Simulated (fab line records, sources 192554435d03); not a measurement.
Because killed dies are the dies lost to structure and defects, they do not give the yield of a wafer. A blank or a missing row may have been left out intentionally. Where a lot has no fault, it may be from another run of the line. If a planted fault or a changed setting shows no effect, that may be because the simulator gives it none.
Matching of chambers ; flow n5 finfet ; rie diel-05 running N5_BEOL_M12_TRENCH_ETCH_34: 4 sister chambers
The step etches SiOC in C4F8/O2/Ar, target depth 318.95 nm, time 125.5 s. 4 wafers are shown with their chamber, then 9 later ones without.

EACH WAFER AND ITS CHAMBER
wafer;chamber;showerhead plenum p Torr (Torr)
L074.4;1;3.35
L088.1;2;3.35
L093.3;0;3.25
L093.6;3;3.32

WAFERS WHOSE CHAMBER IS MISSING
wafer;showerhead plenum p Torr (Torr)
L094.1;3.25
L094.5;3.32
L094.6;3.35
L097.1;3.32
L097.2;3.34
L097.3;3.25
L097.4;3.32
L097.5;3.34
L097.6;3.32

THE CHAMBER EACH PASSED THROUGH
wafer;from the rows above;in truth
L094.1;0;0
L094.5;3;3
L094.6;can't be placed: 1 or 2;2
L097.1;3;3
L097.2;can't be placed: 1 or 2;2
L097.3;0;0
L097.4;3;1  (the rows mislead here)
L097.5;can't be placed: 1 or 2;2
L097.6;3;3
5 of 9 placed correctly. From these rows, 3 cannot be placed; in 3 the true chamber is one of the candidates. Wrongly placed: 1.
How it was worked out, from the rows above alone: a wafer's distance from a chamber is the root of the sum, over the readings, of the square of ((its reading less the chamber's mean) divided by the reading's scatter). If the next closest chamber is less than 2 further off than the closest, the wafer can't be placed; otherwise it belongs to the closest. A chamber's mean is the mean of its shown wafers. The scatter: with one shown wafer a chamber, the root of the mean of the squares of how far each hidden wafer lies from its nearest shown one.
